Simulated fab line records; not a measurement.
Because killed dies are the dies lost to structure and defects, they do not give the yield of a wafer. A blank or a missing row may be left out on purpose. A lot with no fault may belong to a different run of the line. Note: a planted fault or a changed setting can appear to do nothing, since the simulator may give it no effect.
fab line records / flow nandHarc
record: lots: 6 wafers: 18 lastDay: 24
route steps=1159 shown A_WL_FILL@813
lots with no fault: from the same line, run without faults
startH: hours from the record's first day to the start of the lot's first wafer shown / waitH: time in hours since the lot's previous step / " same as the row above / L1.1+2: one row covering several wafers at once / - no value, or no start was given / * or withheld: withheld / < > ~ a bound
route shown NAME@n: names a module that has steps shown in the file, with the first one's number in the route / usual: mean and standard deviation over wafers with no fault / same: alike in all rows / chamber/n: place in a boat / sites: each site's reading / _std_site: the standard deviation of these / _edge_site: inner sites' mean taken away from outer sites' mean / radiusMm: how far each site lies from the wafer's centre / mask NAME#n: copy n / behind: the last tool/chamber to shape the wafer / hold: cause of the lot's hold/its duration in hours/its outcome / device: which transistor (n, p or np) failed to switch / end of line: tests run on the same wafers once the route is complete / a step with no rows: only its recipe / killed: count of dies lost to structure and defects at first sort (not the wafer's yield) / map: per-die view of a wafer (x killed, . not killed, _ where there is no die)
set.NAME: the setting the step ran with; set.NAME@STEP: the setting that earlier step ran with / model.NAME: the simulator's own value behind a step, which no gauge read
a table for each step, a row for each wafer; lots at some steps of the route
services: from which hour (startH, from the record's first day; less than 0 if before it) a tool's chamber was out of use, for how many hours, and why
== steps ==
step: NHARC_A_WL_FILL_CVD_03
recipe: targetThkA: 400 tempC: 300 pressureTorr: 40 wf6FlowSccm: 40 h2FlowSccm: 1600 arFlowSccm: 1560 timeS: 3302 material: W
step: NHARC_A_WL_FILL_ETCHBACK_04
recipe: targetDepthA: 600 timeS: 120 chemistry: NF3
usual: chamberPressureMTorr: 300.0/0.33 drypumpMotorCurrentA: 5.7/0.55 oesProductAu: 1.000/0.0081
lot.wafer=L587.2 tool=rieMetal-01 chamber=0 startH=359.43 waitH=2.4 chamberPressureMTorr=300.4 drypumpMotorCurrentA=5.1 oesProductAu=0.994 rfHoursCounterH=0.7
lot.wafer=L587.4 tool=rieMetal-01 chamber=1 startH=359.43 waitH=2.4 chamberPressureMTorr=300.2 drypumpMotorCurrentA=5.7 oesProductAu=0.994 rfHoursCounterH=-
lot.wafer=L587.3 tool=rieMetal-01 chamber=0 startH=359.43 waitH=2.4 chamberPressureMTorr=299.9 drypumpMotorCurrentA=5.1 oesProductAu=0.996 rfHoursCounterH=-
lot.wafer=L589.4 tool=rieMetal-03 chamber=0 startH=362.99 waitH=2.0 chamberPressureMTorr=300.3 drypumpMotorCurrentA=5.3 oesProductAu=1.003 rfHoursCounterH=-
lot.wafer=L589.6 tool=rieMetal-03 chamber=0 startH=362.99 waitH=2.0 chamberPressureMTorr=300.2 drypumpMotorCurrentA=5.3 oesProductAu=0.997 rfHoursCounterH=-
lot.wafer=L589.5 tool=rieMetal-03 chamber=1 startH=362.99 waitH=2.0 chamberPressureMTorr=299.3 drypumpMotorCurrentA=6.7 oesProductAu=0.998 rfHoursCounterH=-
lot.wafer=L595.1 tool=rieMetal-02 chamber=0 startH=436.54 waitH=2.9 chamberPressureMTorr=300.4 drypumpMotorCurrentA=5.9 oesProductAu=1.002 rfHoursCounterH=0.5
lot.wafer=L595.3 tool=rieMetal-02 chamber=1 startH=436.54 waitH=2.9 chamberPressureMTorr=300.2 drypumpMotorCurrentA=5.2 oesProductAu=0.987 rfHoursCounterH=-
lot.wafer=L595.5 tool=rieMetal-02 chamber=0 startH=436.54 waitH=2.9 chamberPressureMTorr=300.2 drypumpMotorCurrentA=5.9 oesProductAu=0.997 rfHoursCounterH=-
lot.wafer=L601.2 tool=rieMetal-03 chamber=0 startH=436.59 waitH=2.4 chamberPressureMTorr=300.3 drypumpMotorCurrentA=5.3 oesProductAu=1.005 rfHoursCounterH=3.9
lot.wafer=L601.3 tool=rieMetal-03 chamber=1 startH=436.59 waitH=2.4 chamberPressureMTorr=299.8 drypumpMotorCurrentA=6.7 oesProductAu=1.006 rfHoursCounterH=-
lot.wafer=L601.4 tool=rieMetal-03 chamber=0 startH=436.59 waitH=2.4 chamberPressureMTorr=300.4 drypumpMotorCurrentA=5.3 oesProductAu=1.009 rfHoursCounterH=-
lot.wafer=L602.1 tool=rieMetal-02 chamber=1 startH=442.15 waitH=2.8 chamberPressureMTorr=299.9 drypumpMotorCurrentA=5.2 oesProductAu=0.998 rfHoursCounterH=1.0
lot.wafer=L602.5 tool=rieMetal-02 chamber=1 startH=442.15 waitH=2.8 chamberPressureMTorr=299.5 drypumpMotorCurrentA=5.2 oesProductAu=0.993 rfHoursCounterH=-
lot.wafer=L602.6 tool=rieMetal-02 chamber=0 startH=442.15 waitH=2.8 chamberPressureMTorr=299.7 drypumpMotorCurrentA=5.9 oesProductAu=0.997 rfHoursCounterH=-
lot.wafer=L607.1 tool=rieMetal-01 chamber=0 startH=477.79 waitH=2.8 chamberPressureMTorr=300.2 drypumpMotorCurrentA=5.1 oesProductAu=0.994 rfHoursCounterH=4.1
lot.wafer=L607.2 tool=rieMetal-01 chamber=1 startH=477.79 waitH=2.8 chamberPressureMTorr=299.7 drypumpMotorCurrentA=5.7 oesProductAu=0.992 rfHoursCounterH=4.1
lot.wafer=L607.5 tool=rieMetal-01 chamber=0 startH=477.79 waitH=2.8 chamberPressureMTorr=300.0 drypumpMotorCurrentA=5.1 oesProductAu=0.991 rfHoursCounterH=-
step: NHARC_A_WL_FILL_ETCHBACK_05
recipe: targetDepthA: 220 timeS: 60 tempC: 40 chemistry: Cl2/BCl3
usual: chamberPressureMTorr: 9.999/0.0085 drypumpMotorCurrentA: 5.6/0.55 oesProductAu: 1.000/0.0081
lot.wafer=L587.2 tool=rieMetal-01 chamber=1 startH=359.64 waitH=0.2 chamberPressureMTorr=10.003 drypumpMotorCurrentA=5.7 oesProductAu=0.996 rfHoursCounterH=0.9
lot.wafer=L587.3 tool=rieMetal-01 chamber=1 startH=359.64 waitH=0.2 chamberPressureMTorr=9.988 drypumpMotorCurrentA=5.7 oesProductAu=1.003 rfHoursCounterH=-
lot.wafer=L587.4 tool=rieMetal-01 chamber=0 startH=359.64 waitH=0.2 chamberPressureMTorr=10.005 drypumpMotorCurrentA=5.1 oesProductAu=0.987 rfHoursCounterH=-
lot.wafer=L589.4 tool=rieMetal-03 chamber=0 startH=363.19 waitH=0.2 chamberPressureMTorr=10.008 drypumpMotorCurrentA=5.3 oesProductAu=1.001 rfHoursCounterH=-
lot.wafer=L589.5 tool=rieMetal-03 chamber=0 startH=363.19 waitH=0.2 chamberPressureMTorr=10.007 drypumpMotorCurrentA=5.3 oesProductAu=1.014 rfHoursCounterH=-
lot.wafer=L589.6 tool=rieMetal-03 chamber=1 startH=363.19 waitH=0.2 chamberPressureMTorr=9.992 drypumpMotorCurrentA=6.6 oesProductAu=1.011 rfHoursCounterH=-
lot.wafer=L595.1 tool=rieMetal-02 chamber=0 startH=436.76 waitH=0.2 chamberPressureMTorr=9.993 drypumpMotorCurrentA=5.9 oesProductAu=0.993 rfHoursCounterH=0.7
lot.wafer=L595.3 tool=rieMetal-02 chamber=0 startH=436.76 waitH=0.2 chamberPressureMTorr=9.988 drypumpMotorCurrentA=5.9 oesProductAu=1.002 rfHoursCounterH=-
lot.wafer=L595.5 tool=rieMetal-02 chamber=1 startH=436.76 waitH=0.2 chamberPressureMTorr=9.993 drypumpMotorCurrentA=5.1 oesProductAu=1.006 rfHoursCounterH=-
lot.wafer=L601.2 tool=rieMetal-03 chamber=1 startH=436.81 waitH=0.2 chamberPressureMTorr=9.993 drypumpMotorCurrentA=6.6 oesProductAu=0.991 rfHoursCounterH=4.5
lot.wafer=L601.4 tool=rieMetal-03 chamber=0 startH=436.81 waitH=0.2 chamberPressureMTorr=9.999 drypumpMotorCurrentA=5.3 oesProductAu=1.000 rfHoursCounterH=-
lot.wafer=L601.3 tool=rieMetal-03 chamber=1 startH=436.81 waitH=0.2 chamberPressureMTorr=9.996 drypumpMotorCurrentA=6.7 oesProductAu=0.998 rfHoursCounterH=-
lot.wafer=L602.1 tool=rieMetal-02 chamber=1 startH=442.39 waitH=0.2 chamberPressureMTorr=10.010 drypumpMotorCurrentA=5.2 oesProductAu=0.995 rfHoursCounterH=1.1
lot.wafer=L602.5 tool=rieMetal-02 chamber=1 startH=442.39 waitH=0.2 chamberPressureMTorr=10.010 drypumpMotorCurrentA=5.2 oesProductAu=1.005 rfHoursCounterH=-
lot.wafer=L602.6 tool=rieMetal-02 chamber=0 startH=442.39 waitH=0.2 chamberPressureMTorr=9.997 drypumpMotorCurrentA=5.9 oesProductAu=0.986 rfHoursCounterH=-
lot.wafer=L607.2 tool=rieMetal-01 chamber=0 startH=478.03 waitH=0.2 chamberPressureMTorr=9.989 drypumpMotorCurrentA=5.1 oesProductAu=0.993 rfHoursCounterH=4.2
lot.wafer=L607.1 tool=rieMetal-01 chamber=1 startH=478.03 waitH=0.2 chamberPressureMTorr=9.993 drypumpMotorCurrentA=5.7 oesProductAu=0.989 rfHoursCounterH=4.2
lot.wafer=L607.5 tool=rieMetal-01 chamber=0 startH=478.03 waitH=0.2 chamberPressureMTorr=10.002 drypumpMotorCurrentA=5.1 oesProductAu=0.991 rfHoursCounterH=-
step: NHARC_A_WL_FILL_STRIP_27
recipe: powerW: 1500 tempC: 250 timeS: 20 chemistry: N2/H2
usual: drypumpMotorCurrentA: 5.55/0.28 heaterPowerW: 317/20
lot.wafer=L587.2 tool=plasmaAsher-01 chamber=1 startH=359.80 waitH=0.2 drypumpMotorCurrentA=5.52 heaterPowerW=344 rfHoursCounterH=24
lot.wafer=L587.3 tool=plasmaAsher-01 chamber=0 startH=359.80 waitH=0.2 drypumpMotorCurrentA=5.98 heaterPowerW=286 rfHoursCounterH=-
lot.wafer=L587.4 tool=plasmaAsher-01 chamber=1 startH=359.80 waitH=0.2 drypumpMotorCurrentA=5.51 heaterPowerW=336 rfHoursCounterH=-
lot.wafer=L589.4 tool=plasmaAsher-01 chamber=0 startH=363.45 waitH=0.2 drypumpMotorCurrentA=5.98 heaterPowerW=287 rfHoursCounterH=-
lot.wafer=L589.6 tool=plasmaAsher-01 chamber=0 startH=363.45 waitH=0.2 drypumpMotorCurrentA=5.97 heaterPowerW=282 rfHoursCounterH=-
lot.wafer=L589.5 tool=plasmaAsher-01 chamber=1 startH=363.45 waitH=0.2 drypumpMotorCurrentA=5.52 heaterPowerW=339 rfHoursCounterH=-
lot.wafer=L595.1 tool=plasmaAsher-02 chamber=1 startH=437.06 waitH=0.3 drypumpMotorCurrentA=5.24 heaterPowerW=327 rfHoursCounterH=23
lot.wafer=L595.3 tool=plasmaAsher-02 chamber=1 startH=437.06 waitH=0.3 drypumpMotorCurrentA=5.26 heaterPowerW=334 rfHoursCounterH=-
lot.wafer=L595.5 tool=plasmaAsher-02 chamber=0 startH=437.06 waitH=0.3 drypumpMotorCurrentA=5.43 heaterPowerW=309 rfHoursCounterH=-
lot.wafer=L601.2 tool=plasmaAsher-01 chamber=0 startH=437.17 waitH=0.3 drypumpMotorCurrentA=6.02 heaterPowerW=290 rfHoursCounterH=49
lot.wafer=L601.3 tool=plasmaAsher-01 chamber=1 startH=437.17 waitH=0.3 drypumpMotorCurrentA=5.53 heaterPowerW=348 rfHoursCounterH=-
lot.wafer=L601.4 tool=plasmaAsher-01 chamber=0 startH=437.17 waitH=0.3 drypumpMotorCurrentA=6.02 heaterPowerW=292 rfHoursCounterH=-
lot.wafer=L602.1 tool=plasmaAsher-01 chamber=1 startH=442.55 waitH=0.1 drypumpMotorCurrentA=5.51 heaterPowerW=345 rfHoursCounterH=51
lot.wafer=L602.6 tool=plasmaAsher-01 chamber=0 startH=442.55 waitH=0.1 drypumpMotorCurrentA=6.01 heaterPowerW=288 rfHoursCounterH=-
lot.wafer=L602.5 tool=plasmaAsher-01 chamber=1 startH=442.55 waitH=0.1 drypumpMotorCurrentA=5.53 heaterPowerW=346 rfHoursCounterH=-
lot.wafer=L607.1 tool=plasmaAsher-01 chamber=1 startH=478.17 waitH=0.1 drypumpMotorCurrentA=5.52 heaterPowerW=330 rfHoursCounterH=5
lot.wafer=L607.2 tool=plasmaAsher-01 chamber=0 startH=478.17 waitH=0.1 drypumpMotorCurrentA=6.01 heaterPowerW=286 rfHoursCounterH=5
lot.wafer=L607.5 tool=plasmaAsher-01 chamber=1 startH=478.17 waitH=0.1 drypumpMotorCurrentA=5.51 heaterPowerW=339 rfHoursCounterH=-
step: NHARC_A_WL_FILL_STRIP_28
recipe: timeS: 1200 tempC: 72.5 chemistry: postEtchResidueRemover
step: NHARC_A_WL_FILL_PRECLEAN_06
recipe: timeS: 300 chemistry: DIW
step: NHARC_A_WL_FILL_SRD_07
step: NHARC_A_WL_FILL_ANNEAL_08
recipe: tempC: 450 timeS: 1800
step: NHARC_A_WL_FILL_ALD_10
recipe: targetThkA: 500 pulseTimeS: 10 aldCycles: 500 tempC: 300 material: SiO2
usual: heaterPowerW: 483/34 precursorPulseHeightRel: 1.001/0.017
lot.wafer=L587.2 tool=aldHk-02 chamber=0 startH=364.98 waitH=0.1 heaterPowerW=508 precursorPulseHeightRel=1.021
lot.wafer=L587.3 tool=aldHk-02 chamber=2 startH=366.01 waitH=1.1 heaterPowerW=493 precursorPulseHeightRel=0.996
lot.wafer=L587.4 tool=aldHk-02 chamber=3 startH=366.01 waitH=1.1 heaterPowerW=470 precursorPulseHeightRel=1.023
lot.wafer=L589.4 tool=aldHk-03 chamber=1 startH=368.91 waitH=0.0 heaterPowerW=441 precursorPulseHeightRel=0.974
lot.wafer=L589.6 tool=aldHk-03 chamber=1 startH=370.97 waitH=2.1 heaterPowerW=445 precursorPulseHeightRel=0.989
lot.wafer=L589.5 tool=aldHk-03 chamber=2 startH=370.97 waitH=2.1 heaterPowerW=457 precursorPulseHeightRel=0.990
lot.wafer=L601.4 tool=aldHk-02 chamber=0 startH=442.31 waitH=0.0 heaterPowerW=515 precursorPulseHeightRel=0.982
lot.wafer=L601.3 tool=aldHk-02 chamber=1 startH=442.31 waitH=0.0 heaterPowerW=444 precursorPulseHeightRel=0.987
lot.wafer=L601.2 tool=aldHk-02 chamber=3 startH=443.86 waitH=1.6 heaterPowerW=463 precursorPulseHeightRel=1.012
lot.wafer=L595.1 tool=aldHk-03 chamber=2 startH=442.89 waitH=0.6 heaterPowerW=454 precursorPulseHeightRel=0.977
lot.wafer=L595.3 tool=aldHk-03 chamber=3 startH=442.89 waitH=0.6 heaterPowerW=489 precursorPulseHeightRel=1.017
lot.wafer=L595.5 tool=aldHk-03 chamber=1 startH=444.45 waitH=2.2 heaterPowerW=440 precursorPulseHeightRel=0.973
lot.wafer=L602.1 tool=aldHk-03 chamber=3 startH=446.23 waitH=0.6 heaterPowerW=486 precursorPulseHeightRel=1.016
lot.wafer=L602.6 tool=aldHk-03 chamber=2 startH=447.77 waitH=2.1 heaterPowerW=449 precursorPulseHeightRel=0.974
lot.wafer=L602.5 tool=aldHk-03 chamber=3 startH=447.77 waitH=2.1 heaterPowerW=484 precursorPulseHeightRel=1.012
lot.wafer=L607.1 tool=aldHk-02 chamber=2 startH=482.85 waitH=0.7 heaterPowerW=518 precursorPulseHeightRel=1.009
lot.wafer=L607.2 tool=aldHk-02 chamber=0 startH=483.90 waitH=1.7 heaterPowerW=483 precursorPulseHeightRel=0.992
lot.wafer=L607.5 tool=aldHk-02 chamber=2 startH=484.94 waitH=2.7 heaterPowerW=509 precursorPulseHeightRel=0.964
step: NHARC_A_WL_FILL_ETCHBACK_16
recipe: targetDepthA: 880 timeS: 17.6 c4f8FlowSccm: withheld o2FlowSccm: 8 arFlowSccm: withheld rfW: 600 biasW: 800 chemistry: C4F8/O2/Ar
usual: biasW: 799.9/2.5 chamberPressureMTorr: 25.000/0.024 oesProductAu: 0.98/0.031 rfVppV: 724/3.1
lot.wafer=L587.2 tool=rieDiel-10 chamber=3 startH=- waitH=- biasW=800.7 chamberPressureMTorr=25.031 oesProductAu=1.00 rfHoursCounterH=0.1 rfVppV=720
lot.wafer=L587.4 tool=rieDiel-10 chamber=0 startH=- waitH=- biasW=795.3 chamberPressureMTorr=24.985 oesProductAu=1.01 rfHoursCounterH=0.1 rfVppV=719
lot.wafer=L587.3 tool=rieDiel-10 chamber=1 startH=- waitH=- biasW=804.0 chamberPressureMTorr=24.957 oesProductAu=1.00 rfHoursCounterH=0.2 rfVppV=728
lot.wafer=L589.4 tool=rieDiel-04 chamber=3 startH=- waitH=- biasW=799.5 chamberPressureMTorr=25.024 oesProductAu=0.92 rfHoursCounterH=3.3 rfVppV=724
lot.wafer=L589.6 tool=rieDiel-04 chamber=0 startH=- waitH=- biasW=801.1 chamberPressureMTorr=24.988 oesProductAu=0.92 rfHoursCounterH=- rfVppV=722
lot.wafer=L589.5 tool=rieDiel-04 chamber=1 startH=- waitH=- biasW=800.5 chamberPressureMTorr=24.985 oesProductAu=0.92 rfHoursCounterH=- rfVppV=723
lot.wafer=L601.4 tool=rieDiel-03 chamber=2 startH=- waitH=- biasW=805.0 chamberPressureMTorr=24.967 oesProductAu=1.00 rfHoursCounterH=1.8 rfVppV=727
lot.wafer=L601.3 tool=rieDiel-03 chamber=3 startH=- waitH=- biasW=798.7 chamberPressureMTorr=25.006 oesProductAu=0.99 rfHoursCounterH=1.9 rfVppV=727
lot.wafer=L601.2 tool=rieDiel-03 chamber=0 startH=- waitH=- biasW=800.0 chamberPressureMTorr=24.989 oesProductAu=1.00 rfHoursCounterH=2.2 rfVppV=720
lot.wafer=L595.3 tool=rieDiel-10 chamber=0 startH=- waitH=- biasW=802.8 chamberPressureMTorr=25.002 oesProductAu=0.99 rfHoursCounterH=2.1 rfVppV=720
lot.wafer=L595.1 tool=rieDiel-10 chamber=2 startH=- waitH=- biasW=799.2 chamberPressureMTorr=25.035 oesProductAu=1.00 rfHoursCounterH=1.8 rfVppV=723
lot.wafer=L595.5 tool=rieDiel-10 chamber=3 startH=- waitH=- biasW=797.1 chamberPressureMTorr=24.998 oesProductAu=0.99 rfHoursCounterH=- rfVppV=720
lot.wafer=L602.1 tool=rieDiel-03 chamber=1 startH=- waitH=- biasW=796.8 chamberPressureMTorr=24.994 oesProductAu=0.93 rfHoursCounterH=2.3 rfVppV=726
lot.wafer=L602.6 tool=rieDiel-03 chamber=2 startH=- waitH=- biasW=797.4 chamberPressureMTorr=24.958 oesProductAu=0.93 rfHoursCounterH=- rfVppV=726
lot.wafer=L602.5 tool=rieDiel-03 chamber=3 startH=- waitH=- biasW=799.0 chamberPressureMTorr=25.004 oesProductAu=0.92 rfHoursCounterH=- rfVppV=728
lot.wafer=L607.2 tool=rieDiel-04 chamber=3 startH=- waitH=- biasW=794.5 chamberPressureMTorr=24.959 oesProductAu=1.01 rfHoursCounterH=0.3 rfVppV=724
lot.wafer=L607.1 tool=rieDiel-04 chamber=2 startH=- waitH=- biasW=799.8 chamberPressureMTorr=24.989 oesProductAu=1.01 rfHoursCounterH=0.3 rfVppV=726
lot.wafer=L607.5 tool=rieDiel-04 chamber=3 startH=- waitH=- biasW=793.9 chamberPressureMTorr=24.991 oesProductAu=1.00 rfHoursCounterH=- rfVppV=725
step: NHARC_A_WL_FILL_STRIP_29
recipe: timeS: 20 o2FlowSccm: 500 arFlowSccm: 0 biasW: 0 chemistry: O2
step: NHARC_A_WL_FILL_ETCHBACK_17
recipe: targetDepthA: 40 timeS: 26.7 chemistry: Cl2/BCl3
usual: chamberPressureMTorr: 10.000/0.012 drypumpMotorCurrentA: 5.6/0.5 oesProductAu: 1.000/0.0075
lot.wafer=L587.2 tool=rieMetal-03 chamber=0 startH=369.81 waitH=- chamberPressureMTorr=10.005 drypumpMotorCurrentA=5.3 oesProductAu=1.000 rfHoursCounterH=2.5
lot.wafer=L587.3 tool=rieMetal-03 chamber=1 startH=369.81 waitH=- chamberPressureMTorr=9.986 drypumpMotorCurrentA=6.7 oesProductAu=1.003 rfHoursCounterH=-
lot.wafer=L587.4 tool=rieMetal-03 chamber=0 startH=369.81 waitH=- chamberPressureMTorr=10.015 drypumpMotorCurrentA=5.3 oesProductAu=1.001 rfHoursCounterH=-
lot.wafer=L589.4 tool=rieMetal-01 chamber=1 startH=373.76 waitH=- chamberPressureMTorr=10.007 drypumpMotorCurrentA=5.7 oesProductAu=0.994 rfHoursCounterH=-
lot.wafer=L589.5 tool=rieMetal-01 chamber=1 startH=373.76 waitH=- chamberPressureMTorr=9.989 drypumpMotorCurrentA=5.7 oesProductAu=0.999 rfHoursCounterH=-
lot.wafer=L589.6 tool=rieMetal-01 chamber=0 startH=373.76 waitH=- chamberPressureMTorr=10.002 drypumpMotorCurrentA=5.1 oesProductAu=0.996 rfHoursCounterH=-
lot.wafer=L601.2 tool=rieMetal-03 chamber=0 startH=447.14 waitH=- chamberPressureMTorr=- drypumpMotorCurrentA=- oesProductAu=- rfHoursCounterH=-
lot.wafer=L601.4 tool=rieMetal-03 chamber=0 startH=447.14 waitH=- chamberPressureMTorr=- drypumpMotorCurrentA=- oesProductAu=- rfHoursCounterH=-
lot.wafer=L601.3 tool=rieMetal-03 chamber=1 startH=447.14 waitH=- chamberPressureMTorr=- drypumpMotorCurrentA=- oesProductAu=- rfHoursCounterH=-
lot.wafer=L595.1 tool=rieMetal-01 chamber=0 startH=447.25 waitH=- chamberPressureMTorr=- drypumpMotorCurrentA=- oesProductAu=- rfHoursCounterH=-
lot.wafer=L595.3 tool=rieMetal-01 chamber=1 startH=447.25 waitH=- chamberPressureMTorr=- drypumpMotorCurrentA=- oesProductAu=- rfHoursCounterH=-
lot.wafer=L595.5 tool=rieMetal-01 chamber=0 startH=447.25 waitH=- chamberPressureMTorr=- drypumpMotorCurrentA=- oesProductAu=- rfHoursCounterH=-
lot.wafer=L602.1 tool=rieMetal-02 chamber=0 startH=450.54 waitH=- chamberPressureMTorr=9.990 drypumpMotorCurrentA=5.9 oesProductAu=1.000 rfHoursCounterH=1.6
lot.wafer=L602.5 tool=rieMetal-02 chamber=1 startH=450.54 waitH=- chamberPressureMTorr=9.999 drypumpMotorCurrentA=5.2 oesProductAu=1.007 rfHoursCounterH=-
lot.wafer=L602.6 tool=rieMetal-02 chamber=0 startH=450.54 waitH=- chamberPressureMTorr=10.006 drypumpMotorCurrentA=6.0 oesProductAu=0.985 rfHoursCounterH=-
lot.wafer=L607.2 tool=rieMetal-03 chamber=0 startH=487.18 waitH=- chamberPressureMTorr=10.015 drypumpMotorCurrentA=5.3 oesProductAu=1.016 rfHoursCounterH=0.7
lot.wafer=L607.1 tool=rieMetal-03 chamber=1 startH=487.18 waitH=- chamberPressureMTorr=9.987 drypumpMotorCurrentA=6.6 oesProductAu=1.014 rfHoursCounterH=0.7
lot.wafer=L607.5 tool=rieMetal-03 chamber=0 startH=487.18 waitH=- chamberPressureMTorr=10.096 drypumpMotorCurrentA=5.3 oesProductAu=1.006 rfHoursCounterH=-
step: NHARC_A_WL_FILL_PRECLEAN_18
recipe: timeS: 30 chemistry: dHF
== services ==
tool=rieDiel-03 chamber=- startH=336.76 hours=2.4 kind=repair
tool=rieMetal-01 chamber=0 startH=341.00 hours=- kind=clean
tool=rieMetal-01 chamber=1 startH=341.00 hours=- kind=clean
tool=rieDiel-10 chamber=- startH=353.50 hours=9.0 kind=pm
tool=plasmaAsher-02 chamber=- startH=360.00 hours=9.0 kind=pm
tool=rieMetal-02 chamber=- startH=388.00 hours=9.0 kind=pm
tool=rieMetal-02 chamber=0 startH=388.00 hours=9.0 kind=ventCycle
tool=rieMetal-02 chamber=1 startH=388.00 hours=9.0 kind=ventCycle
tool=rieDiel-03 chamber=- startH=392.34 hours=9.0 kind=pm
tool=rieMetal-02 chamber=0 startH=397.00 hours=- kind=clean
tool=rieMetal-02 chamber=1 startH=397.00 hours=- kind=clean
tool=rieMetal-03 chamber=0 startH=397.35 hours=9.0 kind=repair
tool=rieMetal-01 chamber=- startH=422.75 hours=0.9 kind=repair
tool=rieDiel-03 chamber=0 startH=451.58 hours=3.9 kind=repair
tool=rieMetal-03 chamber=- startH=453.00 hours=9.0 kind=pm
tool=rieMetal-03 chamber=0 startH=453.00 hours=9.0 kind=ventCycle
tool=rieMetal-03 chamber=1 startH=453.00 hours=9.0 kind=ventCycle
tool=plasmaAsher-01 chamber=- startH=453.55 hours=9.0 kind=pm
tool=rieDiel-04 chamber=2 startH=455.44 hours=6.3 kind=repair
tool=aldHk-02 chamber=- startH=460.72 hours=10.0 kind=pm
tool=rieMetal-03 chamber=0 startH=462.00 hours=- kind=clean
tool=rieMetal-03 chamber=1 startH=462.00 hours=- kind=clean
tool=rieDiel-04 chamber=- startH=465.90 hours=9.0 kind=pm
tool=rieDiel-10 chamber=1 startH=479.27 hours=7.9 kind=repair
== key ==
firstSign: step: NHARC_A_WL_FILL_ETCHBACK_17 reading: toolRecord direction: missing
effect none on later readings
metAt NHARC_A_WL_FILL_ETCHBACK_17
struckWafers L595.1,L595.3,L595.5,L601.2,L601.3,L601.4
laterRowsLeftOut L595.1,L595.3,L595.5,L601.2,L601.3,L601.4
sortLeftOut L595.1,L595.3,L595.5,L601.2,L601.3,L601.4
testerLeftOut L595,L601
onsetBetween 373.76 447.14
fault: kind: skippedStepWhole tool: rieMetal-01,rieMetal-03 chamber: - onsetH: 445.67 steps: NHARC_A_WL_FILL_ETCHBACK_17 scope: struckLotsOnly
testerLeftOut: of these lots the tester's yield and bins aren't shown, on N5 and GAA mostly nor the transistor test; their killed dies are dies lost to structure and defects alone, not to doping, threshold or leakage, so they don't give the yield
sortLeftOut: the simulated sort isn't trusted on such a fault, so these wafers' sort isn't shown, and their yield isn't known
laterRowsLeftOut: the simulator's readings of these wafers behind a module that went badly wrong aren't trusted and aren't shown, but for the sort
